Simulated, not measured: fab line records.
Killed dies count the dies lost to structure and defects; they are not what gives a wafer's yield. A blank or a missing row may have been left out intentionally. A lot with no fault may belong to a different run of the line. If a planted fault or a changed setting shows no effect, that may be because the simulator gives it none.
Problem report in the 8D (eight disciplines) form, filled by code + flow nand-harc + the parts of the form that need people (team, actions taken, sign-off) are left out

== 1. THE ISSUE ==
Wafers without a fault read 27, standard deviation 11; killed-at-array at NHARC_END_SORT_01 reads a mean of 658 on 9 wafers belonging to 3 lots. Relative to the usual mean, that is a shift of +57 standard deviations.
First seen on wafer L130.2, day 23 22:05, on prober-02. Wafers with a number at this step in the record: 9, from 3 lots. Rule for "out" (also "out of limits"): further than 4 standard deviations from the usual mean. All remaining wafers that have a number are taken as sound.

== 2. WHAT THIS IS AND IS NOT ==
| question                    | is                           | is not                                     |
|-----------------------------|------------------------------|--------------------------------------------|
| which readings at this step | killed-at-array, killed-dies | killed-at-other, killed-open, killed-short |
| which lots                  | L130, L132, L134             | -                                          |
| which wafers of those lots  | all that have a number       | -                                          |
| read on which gauges        | prober-01, prober-02         | -                                          |
| when                        | from day 23 22:05            | up to then (0 sound wafers)                |

== 3. SUSPECTS, AND WHAT RULES EACH OUT ==
Counting: a tool at any process step up to the reading remains a suspect when it ran all the lots that are out and ran no sound lot after the first of those.
- the gauge at NHARC_END_SORT_01: ruled out. Those wafers that are out were read across 2 gauges (prober-01, prober-02).
- acl-dep-02 at NHARC_A_CHANNEL_HOLE_D1_DEP_00 (deposits aC, target thk 3100 nm): kept. It ran every lot that is out, first L130 (day 12 17:34), and no sound lot after that.
The count leaves acl-dep-02 at NHARC_A_CHANNEL_HOLE_D1_DEP_00.

== 4. THE CAUSE (what the simulator had put in) ==
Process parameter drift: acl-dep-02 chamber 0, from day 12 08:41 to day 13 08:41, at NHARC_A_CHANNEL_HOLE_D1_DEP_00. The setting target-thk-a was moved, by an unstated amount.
Counting left only this tool.

== 5. THE CHAIN OF EFFECTS, in route order ==
Each row: a reading where the mean over the struck wafers with a number is more than 3 standard deviations away from the usual. Readings are gone through only where the record gives a usual standard deviation; hours: the median, over the lots, of the time from a lot's start at the first step in this table giving one to that lot's start at this step; sigmas: the change measured in usual standard deviations.
| hours | step              | reading         | usual | on struck wafers | change | sigmas |
|-------|-------------------|-----------------|-------|------------------|--------|--------|
| 0     | NHARC_END_SORT_01 | killed-at-array | 27    | 658              | +631   | +57    |
| 0     | NHARC_END_SORT_01 | killed-dies     | 31    | 662              | +631   | +53    |

== 6. WHAT WOULD HAVE CAUGHT IT SOONER ==
The first out-of-limits reading at a measuring or inspecting step in this record came at day 23 22:05, 277 hours after the fault's start at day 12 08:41.
Tool readings at NHARC_A_CHANNEL_HOLE_D1_DEP_00 with a usual standard deviation given in the record: none out on any struck wafer, hence no alarm at a limit of 4 standard deviations on them.
Lots out: 3; all had begun NHARC_A_CHANNEL_HOLE_D1_DEP_00 on acl-dep-02 by day 23 22:05. Tool hold at that time: it would have spared none of them.
